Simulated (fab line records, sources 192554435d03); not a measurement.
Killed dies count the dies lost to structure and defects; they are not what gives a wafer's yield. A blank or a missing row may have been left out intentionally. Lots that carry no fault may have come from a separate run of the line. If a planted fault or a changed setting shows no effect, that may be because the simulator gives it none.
Which of the tools did it? | flow n5 finfet | Sampling: 23 lots, 69 wafers, 5 of 1938 route steps

## WHAT THE GAUGES READ, wafer by wafer
N5_BEOL_M2_CD_MEAS_35: target cd 18 nm, target cd y 22.2 nm. Usual: cd nm reads 18.0 nm (standard deviation 0.32).
lot  | measured     | on        | cd nm (nm)     | flag
L074 | day 6 19:26  | cd sem-03 | 17.7 17.3 17.7 |
L075 | day 7 02:11  | cd sem-03 | 18.3 18.4 18.1 |
L076 | day 7 02:41  | cd sem-03 | 18.3 18.2 17.8 |
L078 | day 7 07:10  | cd sem-02 | 18.7 18.6 17.8 |
L077 | day 7 15:36  | cd sem-03 | 18.2 18.0 18.0 |
L080 | day 8 13:50  | cd sem-02 | 17.2 17.7 17.5 |
L081 | day 9 02:39  | cd sem-01 | 18.1 18.1 18.5 |
L082 | day 9 02:44  | cd sem-02 | 17.6 17.9 18.0 |
L084 | day 9 02:44  | cd sem-03 | 17.8 18.2 18.1 |
L083 | day 9 03:13  | cd sem-03 | 17.7 18.1 17.9 |
L085 | day 9 07:34  | cd sem-03 | 18.4 18.5 18.3 |
L086 | day 9 09:40  | cd sem-01 | 17.7 17.7 18.2 |
L087 | day 9 16:21  | cd sem-03 | 17.6 17.8 18.2 |
L088 | day 10 20:59 | cd sem-01 | 18.1 18.2 17.6 |
L089 | day 10 20:58 | cd sem-02 | 18.0 18.1 17.8 |
L090 | day 11 02:29 | cd sem-03 | 18.0 17.5 18.0 |
L091 | day 11 08:15 | cd sem-01 | 18.0 18.0 18.1 |
L092 | day 11 11:19 | cd sem-01 | 18.3 18.1 17.5 |
L093 | day 11 13:59 | cd sem-03 | 17.9 18.2 17.9 |
L095 | day 11 23:11 | cd sem-03 | 17.8 18.5 17.7 |
L094 | day 11 23:31 | cd sem-01 | 18.0 17.9 17.9 |
L097 | day 12 17:47 | cd sem-01 | 18.0 17.2 17.7 |
L096 | day 12 20:36 | cd sem-02 | 18.1 18.0 17.9 |

## WHICH TOOL RAN EACH LOT (tool, then ch and the chambers of the sampled wafers, then the start)
lot  | N5_BEOL_M2_STRIP_19                | N5_BEOL_M2_DESCUM_33               | N5_BEOL_M2_STRIP_36                | N5_BEOL_M2_TRENCH_ETCH_37
L074 | rie diel-06 ch 0,3, day 6 10:02    | rie diel-05 ch 0,1,2, day 6 10:32  | rie diel-05 ch 0,1,2, day 6 19:05  | rie diel-05 ch 0,1,2, day 6 19:26 or earlier
L075 | rie diel-06 ch 0,1,3, day 6 20:24  | rie diel-02 ch 0,1, day 6 21:02    | rie diel-02 ch 0,2,3, day 7 01:50  | rie diel-02 ch 0,2,3, day 7 02:11 or earlier
L076 | rie diel-02 ch 0,1,3, day 6 23:46  | rie diel-06 ch 0,1, day 7 00:16    | rie diel-05 ch 0,2,3, day 7 02:19  | rie diel-05 ch 0,2,3, day 7 02:41 or earlier
L078 | rie diel-06 ch 0,1,2, day 7 04:17  | rie diel-02 ch 0,2,3, day 7 04:55  | rie diel-02 ch 0,3, day 7 06:49    | rie diel-02 ch 0,3, day 7 07:10 or earlier
L077 | rie diel-06 ch 0,1,2, day 7 11:02  | rie diel-02 ch 2,3, day 7 11:33    | rie diel-06 ch 0,1,2, day 7 15:14  | rie diel-06 ch 0,1,2, day 7 15:36 or earlier
L080 | rie diel-06 ch 1,2, day 8 10:16    | rie diel-05 ch 2,3, day 8 10:58    | rie diel-06 ch 0,1, day 8 13:29    | rie diel-06 ch 0,1, day 8 13:50 or earlier
L081 | rie diel-06 ch 0,3, day 8 14:40    | rie diel-02 ch 0,1,3, day 8 15:19  | rie diel-02 ch 0,2,3, day 9 02:18  | rie diel-02 ch 0,2,3, day 9 02:39 or earlier
L082 | rie diel-06 ch 1,2,3, day 8 15:37  | rie diel-02 ch 1,3, day 8 16:16    | rie diel-05 ch 1,3, day 9 02:23    | rie diel-05 ch 1,3, day 9 02:44 or earlier
L084 | rie diel-06 ch 0,1,2, day 8 21:39  | rie diel-02 ch 0,2,3, day 8 22:28  | rie diel-06 ch 1,2,3, day 9 02:23  | rie diel-06 ch 1,2,3, day 9 02:44 or earlier
L083 | rie diel-02 ch 0,3, day 8 23:37    | rie diel-02 ch 0,2,3, day 9 00:20  | rie diel-02 ch 0,2, day 9 02:52    | rie diel-02 ch 0,2, day 9 03:13 or earlier
L085 | rie diel-05 ch 2,3, day 9 04:22    | rie diel-06 ch 0,1, day 9 05:01    | rie diel-02 ch 0,2, day 9 07:13    | rie diel-02 ch 0,2, day 9 07:34 or earlier
L086 | rie diel-05 ch 0,2,3, day 9 08:19  | rie diel-06 ch 0,2,3, day 9 08:52  | rie diel-05 ch 0,1,3, day 9 09:19  | rie diel-05 ch 0,1,3, day 9 09:40 or earlier
L087 | rie diel-06 ch 0,1, day 9 14:09    | rie diel-02 ch 0,1,2, day 9 14:47  | rie diel-05 ch 0,2,3, day 9 16:01  | rie diel-05 ch 0,2,3, day 9 16:21 or earlier
L088 | rie diel-02 ch 0,3, day 10 08:56   | rie diel-05 ch 1,2, day 10 09:35   | rie diel-06 ch 2,3, day 10 20:38   | rie diel-06 ch 2,3, day 10 20:59 or earlier
L089 | rie diel-05 ch 1,2, day 10 09:25   | rie diel-05 ch 1,3, day 10 10:13   | rie diel-05 ch 0,2, day 10 20:37   | rie diel-05 ch 0,2, day 10 20:58 or earlier
L090 | rie diel-06 ch 0,3, day 10 14:20   | rie diel-05 ch 0,1,3, day 10 14:55 | rie diel-02 ch 1,2, day 11 02:08   | rie diel-02 ch 1,2, day 11 02:29 or earlier
L091 | rie diel-06 ch 0,1, day 10 14:37   | rie diel-05 ch 0,2,3, day 10 15:07 | rie diel-02 ch 1,2,3, day 11 07:54 | rie diel-02 ch 1,2,3, day 11 08:15 or earlier
L092 | rie diel-06 ch 0,2,3, day 11 09:20 | rie diel-05 ch 2,3, day 11 09:52   | rie diel-02 ch 0,3, day 11 10:58   | rie diel-02 ch 0,3, day 11 11:19 or earlier
L093 | rie diel-05 ch 1,2, day 11 12:39   | rie diel-06 ch 2,3, day 11 13:10   | rie diel-06 ch 0,2, day 11 13:38   | rie diel-06 ch 0,2, day 11 13:59 or earlier
L095 | rie diel-05 ch 0,1,2, day 11 21:46 | rie diel-02 ch 0,1, day 11 22:22   | rie diel-06 ch 1,2,3, day 11 22:50 | rie diel-06 ch 1,2,3, day 11 23:11 or earlier
L094 | rie diel-05 ch 1,2, day 11 21:59   | rie diel-02 ch 0,2,3, day 11 22:36 | rie diel-05 ch 0,1,2, day 11 23:10 | rie diel-05 ch 0,1,2, day 11 23:31 or earlier
L097 | rie diel-06 ch 1,2,3, day 12 13:35 | rie diel-06 ch 1,2,3, day 12 14:05 | rie diel-02 ch 0,1,2, day 12 17:26 | rie diel-02 ch 0,1,2, day 12 17:47 or earlier
L096 | rie diel-06 ch 2,3, day 12 18:32   | rie diel-05 ch 0,1,2, day 12 19:04 | rie diel-05 ch 0,2, day 12 20:15   | rie diel-05 ch 0,2, day 12 20:36 or earlier
- N5_BEOL_M2_STRIP_19: strips in O2.
- N5_BEOL_M2_DESCUM_33: chemistry O2, time 7 s.
- N5_BEOL_M2_STRIP_36: strips in N2/H2.
- N5_BEOL_M2_TRENCH_ETCH_37: etches SiOC in C4F6/O2, target depth 55.555 nm, time 29.2 s.

## WHAT THE TOOLS THEMSELVES READ (means of the sampled wafers that have a number; where no wafer has one, the mark that the record gives instead)
N5_BEOL_M2_STRIP_19. Usual: drypump motor current A 5.9 A, standard deviation 0.32; oes product au 0.82 a.u., standard deviation 0.098; rf vpp V 3.7 V, standard deviation 0.49; showerhead plenum p Torr 2.05 Torr, standard deviation 0.046; throttle valve pct 16.67 %, standard deviation 0.25.
lot  | tool        | drypump motor current A (A) | oes product au (a.u.) | rf vpp V (V) | showerhead plenum p Torr (Torr) | throttle valve pct (%) | flag
L074 | rie diel-06 | 5.9                         | 0.93                  | 3.9          | 2.05                            | 16.57                  |
L075 | rie diel-06 | 6.0                         | 0.84                  | 3.6          | 2.06                            | 16.70                  |
L076 | rie diel-02 | 5.7                         | 0.72                  | 3.3          | 2.00                            | 16.87                  |
L078 | rie diel-06 | 5.9                         | 0.91                  | 3.8          | 2.07                            | 16.52                  |
L077 | rie diel-06 | 5.9                         | 0.90                  | 3.6          | 2.07                            | 16.54                  |
L080 | rie diel-06 | 6.0                         | 0.82                  | 3.3          | 2.08                            | 16.68                  |
L081 | rie diel-06 | 5.9                         | 0.87                  | 3.8          | 2.04                            | 16.61                  |
L082 | rie diel-06 | 6.0                         | 0.82                  | 3.4          | 2.06                            | 16.63                  |
L084 | rie diel-06 | 5.9                         | 0.87                  | 3.5          | 2.07                            | 16.57                  |
L083 | rie diel-02 | 6.0                         | 0.71                  | 3.8          | 1.99                            | 17.08                  |
L085 | rie diel-05 | 5.9                         | 0.78                  | 4.2          | 2.09                            | 16.69                  |
L086 | rie diel-05 | 5.9                         | 0.82                  | 3.9          | 2.08                            | 16.59                  |
L087 | rie diel-06 | 5.9                         | 0.79                  | 3.9          | 2.08                            | 16.77                  |
L088 | rie diel-02 | 6.0                         | 0.70                  | 3.7          | 1.99                            | 17.01                  |
L089 | rie diel-05 | 5.5                         | 0.91                  | 3.5          | 2.07                            | 16.46                  |
L090 | rie diel-06 | 6.1                         | 0.79                  | 3.7          | 2.02                            | 16.71                  |
L091 | rie diel-06 | 5.9                         | 0.84                  | 3.2          | 2.06                            | 16.68                  |
L092 | rie diel-06 | 5.9                         | 0.85                  | 3.4          | 2.04                            | 16.55                  |
L093 | rie diel-05 | 5.5                         | 0.89                  | 4.2          | 2.07                            | 16.47                  |
L095 | rie diel-05 | 5.6                         | 0.86                  | 3.6          | 2.06                            | 16.52                  |
L094 | rie diel-05 | 5.8                         | 0.88                  | 3.3          | 2.10                            | 16.55                  |
L097 | rie diel-06 | 6.0                         | 0.78                  | 3.7          | 2.04                            | 16.69                  |
L096 | rie diel-06 | 6.1                         | 0.78                  | 3.5          | 2.02                            | 16.65                  |

N5_BEOL_M2_DESCUM_33. Usual: drypump motor current A 5.8 A, standard deviation 0.4; oes product au 0.78 a.u., standard deviation 0.089; rf vpp V 242.4 V, standard deviation 1.2; showerhead plenum p Torr 2.04 Torr, standard deviation 0.061; throttle valve pct 20.52 %, standard deviation 0.27.
lot  | tool        | drypump motor current A (A) | oes product au (a.u.) | rf vpp V (V) | showerhead plenum p Torr (Torr) | throttle valve pct (%) | flag
L074 | rie diel-05 | 5.6                         | 0.85                  | 243.0        | 2.07                            | 20.35                  |
L075 | rie diel-02 | 5.6                         | 0.72                  | 241.3        | 1.99                            | 20.54                  |
L076 | rie diel-06 | 5.8                         | 0.90                  | 243.8        | 2.07                            | 20.40                  |
L078 | rie diel-02 | 6.1                         | 0.72                  | 241.7        | 2.05                            | 20.82                  |
L077 | rie diel-02 | 6.1                         | 0.73                  | 243.0        | 2.05                            | 20.89                  |
L080 | rie diel-05 | 6.0                         | 0.87                  | 243.0        | 2.11                            | 20.37                  |
L081 | rie diel-02 | 5.7                         | 0.71                  | 241.3        | 1.99                            | 20.64                  |
L082 | rie diel-02 | 5.4                         | 0.71                  | 242.2        | 1.99                            | 20.55                  |
L084 | rie diel-02 | 6.1                         | 0.72                  | 242.3        | 2.05                            | 20.83                  |
L083 | rie diel-02 | 6.1                         | 0.72                  | 241.8        | 2.05                            | 20.83                  |
L085 | rie diel-06 | 5.9                         | 0.79                  | 243.2        | 2.07                            | 20.53                  |
L086 | rie diel-06 | 6.0                         | 0.86                  | 242.9        | 2.04                            | 20.32                  |
L087 | rie diel-02 | 5.7                         | 0.72                  | 242.0        | 2.05                            | 20.65                  |
L088 | rie diel-05 | 5.5                         | 0.90                  | 243.1        | 2.07                            | 20.23                  |
L089 | rie diel-05 | 5.5                         | 0.77                  | 243.1        | 2.05                            | 20.33                  |
L090 | rie diel-05 | 5.5                         | 0.82                  | 243.3        | 2.03                            | 20.28                  |
L091 | rie diel-05 | 5.9                         | 0.81                  | 243.1        | 2.07                            | 20.36                  |
L092 | rie diel-05 | 5.9                         | 0.76                  | 242.9        | 2.07                            | 20.43                  |
L093 | rie diel-06 | 6.0                         | 0.85                  | 241.5        | 2.03                            | 20.25                  |
L095 | rie diel-02 | 5.6                         | 0.69                  | 241.6        | 1.98                            | 20.62                  |
L094 | rie diel-02 | 6.1                         | 0.70                  | 242.1        | 2.04                            | 20.87                  |
L097 | rie diel-06 | 6.0                         | 0.78                  | 242.9        | 2.04                            | 20.46                  |
L096 | rie diel-05 | 5.7                         | 0.85                  | 243.0        | 2.06                            | 20.31                  |

N5_BEOL_M2_STRIP_36. Usual: drypump motor current A 5.8 A, standard deviation 0.39; oes product au 0.79 a.u., standard deviation 0.096; power w 450.0 W, standard deviation 1.3; rf vpp V 58.8 V, standard deviation 1.3; showerhead plenum p Torr 2.49 Torr, standard deviation 0.074; throttle valve pct 23.75 %, standard deviation 0.29.
lot  | tool        | drypump motor current A (A) | oes product au (a.u.) | power w (W) | rf vpp V (V) | showerhead plenum p Torr (Torr) | throttle valve pct (%) | flag
L074 | rie diel-05 | 5.7                         | 0.85                  | 451.5       | 58.4         | 2.53                            | 23.66                  |
L075 | rie diel-02 | 6.1                         | 0.73                  | 449.5       | 58.3         | 2.49                            | 24.02                  |
L076 | rie diel-05 | 5.8                         | 0.75                  | 448.8       | 59.4         | 2.53                            | 23.66                  |
L078 | rie diel-02 | 6.0                         | 0.71                  | 449.6       | 57.1         | 2.42                            | 23.97                  |
L077 | rie diel-06 | 5.9                         | 0.89                  | 449.8       | 59.2         | 2.50                            | 23.57                  |
L080 | rie diel-06 | 5.9                         | 0.80                  | 449.8       | 58.5         | 2.52                            | 23.97                  |
L081 | rie diel-02 | 6.1                         | 0.72                  | 450.6       | 58.0         | 2.48                            | 24.02                  |
L082 | rie diel-05 | 5.3                         | 0.86                  | 450.8       | 59.2         | 2.50                            | 23.60                  |
L084 | rie diel-06 | 6.0                         | 0.82                  | 448.8       | 59.1         | 2.48                            | 23.64                  |
L083 | rie diel-02 | 6.1                         | 0.73                  | 449.3       | 58.5         | 2.55                            | 23.98                  |
L085 | rie diel-02 | 6.1                         | 0.74                  | 450.2       | 57.8         | 2.55                            | 24.00                  |
L086 | rie diel-05 | 5.5                         | 0.83                  | 450.9       | 58.6         | 2.49                            | 23.56                  |
L087 | rie diel-05 | 5.9                         | 0.82                  | 450.3       | 57.6         | 2.52                            | 23.58                  |
L088 | rie diel-06 | 6.0                         | 0.85                  | 449.7       | 58.7         | 2.46                            | 23.29                  |
L089 | rie diel-05 | 6.0                         | 0.87                  | 451.0       | 59.9         | 2.55                            | 23.59                  |
L090 | rie diel-02 | 5.8                         | 0.71                  | 450.9       | 57.8         | 2.55                            | 23.91                  |
L091 | rie diel-02 | 5.8                         | 0.70                  | 450.7       | 59.5         | 2.48                            | 23.96                  |
L092 | rie diel-02 | 6.0                         | 0.69                  | 450.5       | 57.7         | 2.40                            | 24.01                  |
L093 | rie diel-06 | 5.9                         | 0.90                  | 449.8       | 59.0         | 2.47                            | 23.24                  |
L095 | rie diel-06 | 6.0                         | 0.78                  | 451.0       | 59.8         | 2.47                            | 23.69                  |
L094 | rie diel-05 | 5.7                         | 0.85                  | 449.4       | 59.0         | 2.51                            | 23.62                  |
L097 | rie diel-02 | 5.7                         | 0.70                  | 451.3       | 59.1         | 2.47                            | 23.89                  |
L096 | rie diel-05 | 5.8                         | 0.83                  | 449.1       | 57.6         | 2.50                            | 23.56                  |

N5_BEOL_M2_TRENCH_ETCH_37. Usual: O2_flow_sccm 10.002 sccm, standard deviation 0.029; drypump motor current A 5.8 A, standard deviation 0.39; oes product au 0.79 a.u., standard deviation 0.095; rf vpp V 665 V, standard deviation 6; showerhead plenum p Torr 2.79 Torr, standard deviation 0.079; throttle valve pct 20.96 %, standard deviation 0.28.
lot  | tool        | O2_flow_sccm (sccm) | drypump motor current A (A) | oes product au (a.u.) | rf vpp V (V) | showerhead plenum p Torr (Torr) | throttle valve pct (%) | flag
L074 | rie diel-05 | 9.992               | 5.6                         | 0.84                  | 665          | 2.83                            | 20.84                  |
L075 | rie diel-02 | 9.983               | 6.1                         | 0.73                  | 666          | 2.79                            | 21.21                  |
L076 | rie diel-05 | 9.996               | 5.9                         | 0.76                  | 661          | 2.84                            | 20.94                  |
L078 | rie diel-02 | 10.009              | 6.0                         | 0.71                  | 661          | 2.71                            | 21.12                  |
L077 | rie diel-06 | 9.994               | 5.9                         | 0.90                  | 668          | 2.81                            | 20.71                  |
L080 | rie diel-06 | 10.026              | 5.9                         | 0.80                  | 671          | 2.81                            | 20.92                  |
L081 | rie diel-02 | 9.999               | 6.1                         | 0.72                  | 665          | 2.79                            | 21.24                  |
L082 | rie diel-05 | 9.985               | 5.3                         | 0.86                  | 664          | 2.80                            | 20.75                  |
L084 | rie diel-06 | 10.022              | 6.0                         | 0.81                  | 667          | 2.79                            | 20.82                  |
L083 | rie diel-02 | 9.998               | 6.1                         | 0.72                  | 671          | 2.86                            | 21.19                  |
L085 | rie diel-02 | 10.005              | 6.1                         | 0.73                  | 671          | 2.86                            | 21.19                  |
L086 | rie diel-05 | 10.024              | 5.5                         | 0.82                  | 662          | 2.79                            | 20.75                  |
L087 | rie diel-05 | 10.001              | 5.9                         | 0.82                  | 659          | 2.83                            | 20.85                  |
L088 | rie diel-06 | 9.987               | 6.0                         | 0.85                  | 663          | 2.77                            | 20.63                  |
L089 | rie diel-05 | 10.005              | 6.0                         | 0.87                  | 663          | 2.85                            | 20.84                  |
L090 | rie diel-02 | 10.027              | 5.7                         | 0.72                  | 671          | 2.86                            | 21.18                  |
L091 | rie diel-02 | 10.003              | 5.8                         | 0.70                  | 667          | 2.79                            | 21.23                  |
L092 | rie diel-02 | 9.963               | 6.0                         | 0.68                  | 660          | 2.70                            | 21.17                  |
L093 | rie diel-06 | 10.003              | 5.9                         | 0.89                  | 666          | 2.78                            | 20.56                  |
L095 | rie diel-06 | 10.003              | 6.0                         | 0.78                  | 666          | 2.78                            | 20.86                  |
L094 | rie diel-05 | 9.997               | 5.6                         | 0.85                  | 665          | 2.81                            | 20.77                  |
L097 | rie diel-02 | 10.027              | 5.7                         | 0.70                  | 666          | 2.78                            | 21.11                  |
L096 | rie diel-05 | 9.995               | 5.9                         | 0.83                  | 662          | 2.80                            | 20.79                  |

## THE ANSWER, worked out from the rows above alone
Rule: a lot is off if the mean of its wafers that have a number lies more than 3 standard deviations from the usual mean. Also off: a lot with no number at a reading for which 4 or more lots have one. The other lots that the step has rows for count as sound. First the gauges in route order, then the tools' own readings, where a lot's mean is used as printed above. The first step at which some lot is off is used, and at that step the reading that is off furthest; a lot without a number counts as furthest.
No lot is off on any of the readings shown, so nothing can be concluded from this.

## WHAT THE SIMULATOR PUT IN
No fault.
